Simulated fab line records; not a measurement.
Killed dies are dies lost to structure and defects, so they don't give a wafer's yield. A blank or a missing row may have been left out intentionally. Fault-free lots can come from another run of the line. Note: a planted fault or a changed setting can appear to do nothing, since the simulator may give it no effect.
fab line records	flow n5Finfet
[record] lots = 11	wafers = 33	lastDay = 19
route steps=1938 shown MIM_TOP_LITHO@1848 MIM_BOT_LITHO@1862 PASS1_CAP@1873 TV_OPEN@1888 PASSIVATION@1936
lots with no fault: from the same line, run without faults
startH: start of the lot's first displayed wafer, in hours after the record's first day	waitH: time in hours since the lot's previous step	" unchanged from the row above	L1.1+2: several wafers, shown together as one row	- value missing, or start not given	* or withheld: withheld	< > ~ a bound
route shown NAME@n: a module of which the file shows steps, and the number in the route of the first	usual: the fault-free wafers' mean and standard deviation	same: alike in all rows	chamber/n: place in a boat	sites: per-site readings	_std_site: standard deviation of those values	_edge_site: outer sites' mean less inner sites'	radiusMm: how far each site lies from the wafer's centre	mask NAME#n: copy n	behind: the tool/chamber that last shaped the wafer	hold: reason for holding the lot/hours on hold/outcome of the hold	device: whichever transistor did not switch (one of n, p or np)	end of line: tests of these same wafers at the route's end	step lacking rows: just its recipe	killed: dies that structure and defects cost at the first sort, which is not the same as the wafer's yield	map: shows each die of a wafer: x if killed, . if not, _ if none is there
set.NAME: the run value of the setting; set.NAME@STEP: its run value at that earlier step	model.NAME: the simulator's own value behind a step, which no gauge read
route steps across a sampled set of lots; one table per step, one row per wafer
services: a tool's chamber out of use, with start hour (startH, from the record's first day; less than 0 if before it), hours out, and reason
[[steps]]
[step N5_MIM_TOP_LITHO_OVL_MEAS_11]
[recipe] pointsPerWafer = 44
[usual] MIM_TOP_OVL = 1/5.3
[same] pointsPerWafer = 44
lot.wafer	tool	chamber	startH	waitH	MIM_TOP_OVL[nm]
L450.1	overlay-01	0	261.28	0.1	-2
L450.2	"	0	"	"	-6
L450.5	"	0	"	"	-5
L453.1	overlay-01	0	279.80	0.0	0
L453.3	"	0	"	"	-3
L453.6	"	0	"	"	2
L455.1	overlay-02	0	294.46	0.0	-2
L455.2	"	0	"	"	9
L455.6	"	0	"	"	8
L458.1	overlay-01	0	308.21	0.0	1
L458.4	"	0	"	"	-4
L458.6	"	0	"	"	4
L459.4	overlay-02	0	312.56	0.0	6
L459.5	"	0	"	"	9
L459.6	"	0	"	"	2
L461.1	overlay-02	0	336.05	0.0	-5
L461.2	"	0	"	"	-2
L461.6	"	0	"	"	-2
L462.4	overlay-01	0	341.25	0.0	-6
L462.5	"	0	"	"	2
L462.6	"	0	"	"	-3
L464.1	overlay-01	0	349.52	0.0	-1
L464.5	"	0	"	"	1
L464.6	"	0	"	"	5
L463.1	overlay-02	0	350.80	0.0	3
L463.3	"	0	"	"	6
L463.5	"	0	"	"	5
L466.2	overlay-01	0	363.49	0.0	10
L466.3	"	0	"	"	14
L466.4	"	0	"	"	-1
L470.2	overlay-02	0	455.03	0.0	2
L470.3	"	0	"	"	2
L470.6	"	0	"	"	2
[step N5_MIM_BOT_LITHO_CD_MEAS_08]
[recipe] targetCdNm = 3000	landingEnergyEv = 500	detector = seInlens	polarity = opening
[usual] cdNm = 2999.1/1.7
[same] landingEnergyEv = 500
lot.wafer	tool	chamber	startH	waitH	cdNm
L450.1	cdSem-01	0	261.98	-	2998.2
L450.2	"	0	"	"	2996.7
L450.5	"	0	"	"	2997.7
L453.1	cdSem-02	0	280.63	-	3001.1
L453.3	"	0	"	"	3000.5
L453.6	"	0	"	"	3001.0
L455.1	cdSem-02	0	295.37	-	2999.1
L455.2	"	0	"	"	2998.1
L455.6	"	0	"	"	2998.7
L458.1	cdSem-02	0	308.94	-	2998.0
L458.4	"	0	"	"	3001.5
L458.6	"	0	"	"	2999.1
L459.4	cdSem-01	0	313.97	-	3001.7
L459.5	"	0	"	"	3000.3
L459.6	"	0	"	"	2999.0
L461.1	cdSem-03	0	336.90	-	2998.4
L461.2	"	0	"	"	2999.8
L461.6	"	0	"	"	2998.8
L462.4	cdSem-03	0	342.01	-	2998.4
L462.5	"	0	"	"	2998.9
L462.6	"	0	"	"	2999.8
L464.1	cdSem-03	0	350.35	-	2996.8
L464.5	"	0	"	"	2998.3
L464.6	"	0	"	"	2996.8
L463.1	cdSem-03	0	351.51	-	3000.9
L463.3	"	0	"	"	2998.4
L463.5	"	0	"	"	2999.9
L466.2	cdSem-03	0	364.75	-	2997.9
L466.3	"	0	"	"	2999.0
L466.4	"	0	"	"	2997.3
L470.2	cdSem-03	0	455.91	-	2999.6
L470.3	"	0	"	"	2999.8
L470.6	"	0	"	"	3002.0
[step N5_MIM_BOT_LITHO_OVL_MEAS_11]
[recipe] pointsPerWafer = 44
[usual] MIM_BOT_OVL = -1/6
[same] pointsPerWafer = 44
lot.wafer	tool	chamber	startH	waitH	MIM_BOT_OVL[nm]
L450.1	overlay-01	0	262.01	0.0	-2
L450.2	"	0	"	"	0
L450.5	"	0	"	"	-4
L453.1	overlay-02	0	280.66	0.0	-9
L453.3	"	0	"	"	-6
L453.6	"	0	"	"	-6
L455.1	overlay-02	0	295.40	0.0	3
L455.2	"	0	"	"	-11
L455.6	"	0	"	"	-9
L458.1	overlay-01	0	308.97	0.0	-1
L458.4	"	0	"	"	-5
L458.6	"	0	"	"	-6
L459.4	overlay-02	0	314.00	0.0	6
L459.5	"	0	"	"	3
L459.6	"	0	"	"	3
L461.1	overlay-01	0	336.93	0.0	-1
L461.2	"	0	"	"	-3
L461.6	"	0	"	"	-2
L462.4	overlay-01	0	342.03	0.0	-2
L462.5	"	0	"	"	4
L462.6	"	0	"	"	-4
L464.1	overlay-02	0	350.38	0.0	-2
L464.5	"	0	"	"	-5
L464.6	"	0	"	"	0
L463.1	overlay-02	0	351.54	0.0	-7
L463.3	"	0	"	"	-3
L463.5	"	0	"	"	3
L466.2	overlay-01	0	364.78	0.0	9
L466.3	"	0	"	"	-7
L466.4	"	0	"	"	13
L470.2	overlay-02	0	455.94	0.0	3
L470.3	"	0	"	"	7
L470.6	"	0	"	"	9
[step N5_PASSIVATION_PECVD_55]
[recipe] material = SiO2	targetThkA = 4000	tempC = 400	precursor = SiH4/N2O	pressureTorr = 2.7	rfW = 608	timeS = 22.5
[usual] chamberPressureTorr = 2.701/0.006	heaterPowerW = 662/110	showerheadPlenumPTorr = 8.20/0.12	throttleValvePct = 52/3.9
lot.wafer	tool	chamber	startH	waitH	chamberPressureTorr	heaterPowerW	showerheadPlenumPTorr	throttleValvePct
L450.1	pecvd-04	0	262.96	0.0	2.697	789	8.06	58
L450.2	"	2	"	"	2.696	706	8.25	51
L450.5	"	0	"	"	2.702	806	8.08	58
L453.1	pecvd-01	0	281.61	0.0	2.708	722	8.09	53
L453.3	"	2	"	"	2.694	627	8.22	47
L453.6	"	2	"	"	2.710	669	8.23	47
L455.1	pecvd-01	2	296.34	0.0	2.696	665	8.22	47
L455.2	"	1	"	"	2.698	629	8.29	49
L455.6	"	0	"	"	2.689	812	8.08	53
L458.1	pecvd-04	1	310.00	0.0	2.698	572	8.08	54
L458.4	"	2	"	"	2.694	675	8.27	51
L458.6	"	1	"	"	2.695	598	8.06	55
L459.4	pecvd-01	1	315.42	0.0	2.701	660	8.29	49
L459.5	"	0	"	"	2.706	812	8.09	53
L459.6	"	2	"	"	2.706	735	8.24	47
L461.1	pecvd-04	2	337.89	0.0	2.697	698	8.25	51
L461.2	"	0	"	"	2.695	755	8.08	58
L461.6	"	0	"	"	2.701	763	8.05	58
L462.4	pecvd-03	2	342.99	0.0	2.697	435	8.13	45
L462.5	"	1	"	"	2.697	617	8.37	55
L462.6	"	0	"	"	2.710	708	8.42	56
L464.1	pecvd-04	2	351.32	0.0	2.701	662	8.24	52
L464.5	"	0	"	"	2.709	821	8.09	58
L464.6	"	1	"	"	2.696	597	8.06	55
L463.1	pecvd-04	0	352.49	0.0	2.701	825	8.10	58
L463.3	"	1	"	"	2.694	528	8.06	55
L463.5	"	0	"	"	2.695	685	8.06	58
L466.2	pecvd-04	0	365.94	0.0	2.706	791	8.05	58
L466.3	"	2	"	"	2.693	680	8.26	52
L466.4	"	2	"	"	2.698	691	8.25	51
L470.2	pecvd-03	2	456.90	0.0	2.693	457	8.16	46
L470.3	"	0	"	"	2.699	692	8.45	56
L470.6	"	1	"	"	2.696	736	8.37	55
[step N5_PASSIVATION_VIA_ETCH_13]
[recipe] chemistry = CHF3/O2	target = SiO2	targetDepthA = 6600	CHF3_flow_sccm = 50	O2_flow_sccm = 5	Ar_flow_sccm = 200	timeS = 330	maskMaterial = PR	pressureMtorr = 30	sourceW = 650	biasW = 170	ionEnergyEv = 200	ends = cleared
[usual] drypumpMotorCurrentA = 5.5/0.51	etchRfOnTimeS = 236/5.1	oesProductAu = 0.70/0.06	rfVppV = 524/9.9	showerheadPlenumPTorr = 2.41/0.057	throttleValvePct = 18.92/0.2
lot.wafer	tool	chamber	startH	waitH	drypumpMotorCurrentA	etchRfOnTimeS	oesProductAu	rfHoursCounterH	rfVppV	showerheadPlenumPTorr	throttleValvePct
L450.1	rieDiel-02	2	264.38	0.0	6.3	227	0.81	33	528	2.47	18.90
L450.2	"	1	"	"	5.7	236	0.69	166	518	2.39	18.77
L450.5	"	2	"	"	6.3	236	0.81	-	527	2.47	18.89
L453.1	rieDiel-04	2	284.96	0.0	5.0	235	0.74	104	545	2.34	19.09
L453.3	"	0	"	"	5.1	234	0.69	124	517	2.42	18.91
L453.6	"	2	"	"	5.0	239	0.74	-	545	2.34	19.08
L455.1	rieDiel-04	0	299.06	0.0	5.1	239	0.69	127	518	2.42	18.93
L455.2	"	2	"	"	4.9	232	0.74	109	544	2.34	19.08
L455.6	"	2	"	"	5.0	236	0.73	-	546	2.34	19.09
L458.1	rieDiel-04	1	312.15	0.0	6.1	228	0.66	207	525	2.49	18.91
L458.4	"	2	"	"	5.0	232	0.73	113	545	2.34	19.09
L458.6	"	2	"	"	5.0	231	0.74	-	546	2.34	19.10
L459.4	rieDiel-04	0	317.81	0.0	5.2	239	0.68	133	518	2.42	18.93
L459.5	"	1	"	"	6.1	236	0.66	-	524	2.49	18.89
L459.6	"	2	"	"	5.0	236	0.73	-	545	2.34	19.09
L461.1	rieDiel-04	0	339.16	0.0	5.1	231	0.69	137	518	2.41	18.94
L461.2	"	3	"	"	5.3	233	0.71	98	512	2.44	18.93
L461.6	"	2	"	"	5.0	236	0.73	-	546	2.34	19.11
L462.4	rieDiel-02	1	344.54	0.0	5.8	240	0.67	188	516	2.38	18.81
L462.5	"	0	"	"	5.3	251	0.60	-	519	2.37	19.16
L462.6	"	3	"	"	5.0	242	0.64	-	527	2.49	18.84
L464.1	rieDiel-06	0	355.68	0.0	4.9	233	0.81	25	515	2.37	18.40
L464.5	"	0	"	"	4.9	235	0.79	-	514	2.37	18.39
L464.6	"	3	"	"	6.3	226	0.76	-	521	2.36	18.81
L463.1	rieDiel-04	2	355.87	0.0	5.0	218	0.72	124	546	2.33	19.12
L463.3	"	3	"	"	5.3	236	0.70	102	513	2.44	18.91
L463.5	"	0	"	"	5.1	216	0.68	-	517	2.41	18.96
L466.2	rieDiel-06	0	371.25	0.0	4.9	212	0.78	28	515	2.37	18.37
L466.3	"	2	"	"	5.8	241	0.64	216	527	2.38	19.17
L466.4	"	1	"	"	5.5	236	0.64	226	521	2.48	19.18
L470.2	rieDiel-02	2	459.83	0.0	6.3	238	0.74	83	527	2.46	18.98
L470.3	"	0	"	"	5.3	238	0.79	31	520	2.35	18.76
L470.6	"	1	"	"	5.7	242	0.64	-	517	2.37	18.87
[step N5_PASSIVATION_PROBE_49]
[usual] defectLimitedYield = 91.3/1.7	killed_at_M0_to_M3 = 33/9.9	killed_at_M4_up = 14/6.4	killedAtContacts = 12/7	killedAtFrontEnd = 41/13	killedAtOther = 3.1/2.9	killedDies = 103/20	killedOpen = 67/14	killedShort = 34/9.4	sort_bin_4_leakage = 0.03/0.24	sort_bin_5_function = 5.1/1.1	sort_bin_6_memory = 3.2/0.79	sort_bin_8_speed = 0.02/0.15	sortNPass = 1077/21	sortYieldPct = 91.2/1.7
[same] grossDies = 1180	killedAtBackSide = 0
lot.wafer	tool	chamber	startH	waitH	defectLimitedYield[%]	killed_at_M0_to_M3	killed_at_M4_up	killedAtContacts	killedAtFrontEnd	killedAtOther	killedDies	killedOpen	killedShort	sort_bin_4_leakage[%]	sort_bin_5_function[%]	sort_bin_6_memory[%]	sort_bin_8_speed[%]	sortNPass	sortYieldPct[%]
L462.4	prober-02	-	351.55	0.2	90.8	41	17	17	33	1	109	78	30	0	5.4	3.6	0.08	1071	90.8
L462.5	prober-02	-	351.60	0.2	91.3	35	11	32	24	1	103	72	30	0	5.3	3.1	0	1077	91.3
L462.6	prober-02	-	351.65	0.3	92.4	43	10	12	24	1	90	59	30	0	4.7	2.8	1.78	1069	90.6
L464.1	prober-01	-	362.31	0.0	92.2	19	20	12	39	2	92	61	31	0	5.0	2.5	0	1088	92.2
L464.5	prober-01	-	362.51	0.2	91.6	25	12	6	51	5	99	60	39	0	4.9	3.4	0	1081	91.6
L464.6	prober-01	-	362.56	0.3	92.8	14	23	10	33	5	85	59	26	0	3.9	3.0	0	1095	92.8
L466.3	prober-02	-	378.30	0.1	91.0	40	18	5	39	4	106	58	34	0	4.3	3.1	0	1074	91.0
// killed by level:class
L462.4 MOL_CONTACT_COAG:geometricParticle:open=16 BEOL_M2:geometricParticle:open=13 BEOL_M4:geometricParticle:open=10 BEOL_M0_SAQP:geometricParticle:open=9 STARTING-WAFER:geometricParticle:short=6 FIN_SAQP:geometricParticle:short=5 BEOL_M0_SAQP:geometricParticle:short=5 BEOL_M1:geometricParticle:open=5
L462.5 MOL_CONTACT_COAG:geometricParticle:open=26 BEOL_M2:geometricParticle:open=9 BEOL_M0_SAQP:geometricParticle:short=8 MOL_CONTACT_COAG:geometricParticle:short=6 BEOL_M1:geometricParticle:open=5 FIN_SAQP:geometricParticle:short=4 BEOL_M0_SAQP:geometricParticle:open=4 BEOL_M2:geometricParticle:short=4
L462.6 BEOL_M1:geometricParticle:open=18 BEOL_M2:geometricParticle:open=9 FIN_SAQP:geometricParticle:open=7 FIN_SAQP:geometricParticle:short=7 BEOL_M0_SAQP:geometricParticle:short=7 MOL_CONTACT_COAG:geometricParticle:short=6 MOL_CONTACT_COAG:geometricParticle:open=6 BEOL_M0_SAQP:geometricParticle:open=4
L464.1 FIN_SAQP:geometricParticle:open=10 MOL_CONTACT_COAG:geometricParticle:open=9 FIN_SAQP:geometricParticle:short=8 BEOL_M1:geometricParticle:open=8 DUMMY_GATE:geometricParticle:open=5 GATE_CUT:geometricParticle:short=5 BEOL_M7:geometricParticle:open=4 BEOL_M0_SAQP:geometricParticle:open=4
L464.5 FIN_SAQP:geometricParticle:short=13 FIN_SAQP:geometricParticle:open=11 STI_FIN_REVEAL:geometricParticle:open=11 BEOL_M0_SAQP:geometricParticle:short=5 BEOL_M0_SAQP:geometricParticle:open=5 BEOL_M3:geometricParticle:open=5 BEOL_M5:geometricParticle:open=5 GATE_CUT:geometricParticle:short=4
L464.6 MOL_CONTACT_COAG:geometricParticle:open=10 BEOL_M4:geometricParticle:open=7 FIN_SAQP:geometricParticle:short=6 STI_FIN_REVEAL:geometricParticle:open=6 BEOL_M0_SAQP:geometricParticle:open=5 BEOL_M0_SAQP:geometricParticle:short=5 BEOL_M5:geometricParticle:open=5 GATE_CUT:geometricParticle:short=4
L466.3 HKMG_FIN:areaEtch=12 BEOL_M3:geometricParticle:open=9 STI_FIN_REVEAL:geometricParticle:open=7 BEOL_M0_SAQP:geometricParticle:open=7 BEOL_M0_SAQP:geometricParticle:short=6 BEOL_M4:geometricParticle:open=6 FIN_SAQP:geometricParticle:short=5 BEOL_M1:geometricParticle:open=5
[[services]]
tool	chamber	startH	hours	kind
pecvd-01	2	258.14	2.1	scheduledDown
pecvd-04	1	281.92	2.1	scheduledDown
rieDiel-06	1	295.74	3.9	repair
rieDiel-06	1	303.97	8.4	repair
pecvd-04	2	311.99	5.5	scheduledDown
rieDiel-06	0	337.93	3.2	repair
rieDiel-04	3	342.35	3.4	repair
rieDiel-02	3	347.28	2.8	repair
rieDiel-04	0	359.94	1.7	repair
pecvd-04	1	383.62	-	clean
pecvd-04	1	383.62	-	consumableReplace:showerhead
pecvd-04	1	383.62	29.0	scheduledDown
pecvd-04	1	383.62	29.0	ventCycle
pecvd-01	-	393.43	1.5	repair
rieDiel-04	3	395.94	23.0	repair
rieDiel-04	-	403.75	0.9	repair
rieDiel-04	0	409.11	3.8	repair
pecvd-03	-	410.66	1.0	repair
rieDiel-04	-	413.19	2.8	pm
rieDiel-04	2	426.35	1.6	repair
rieDiel-06	-	432.98	2.1	repair
pecvd-04	2	436.45	2.1	scheduledDown
rieDiel-02	2	440.36	18.8	repair
rieDiel-04	3	452.49	11.0	repair
[[key]]
[firstSign] step = N5_PASSIVATION_VIA_ETCH_13	reading = etchRfOnTimeS	direction = down	sigmas = 4	usual = *	struck = *
effect none on later readings
metAt N5_PASSIVATION_PECVD_55
struckLots L463,L466
struckWafers L463.1,L463.5,L466.2
[baselineLoss] step = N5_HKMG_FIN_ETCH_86	wafers = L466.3
notActingAt N5_MIM_TOP_LITHO_OVL_MEAS_11,N5_MIM_BOT_LITHO_CD_MEAS_08,N5_MIM_BOT_LITHO_OVL_MEAS_11
onsetBetween 351.32 352.49
[fault] kind = processParameterDrift	tool = pecvd-04	chamber = 0	onsetH = 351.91	steps = N5_PASSIVATION_PECVD_55	channel = timeS	offset = *	shape = step	endH = 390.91	actsIn = *	stated = *
// baselineLoss: these wafers lose ten dies or more at that step, a loss of the line's own and not of a fault; the sort's usual values leave them out
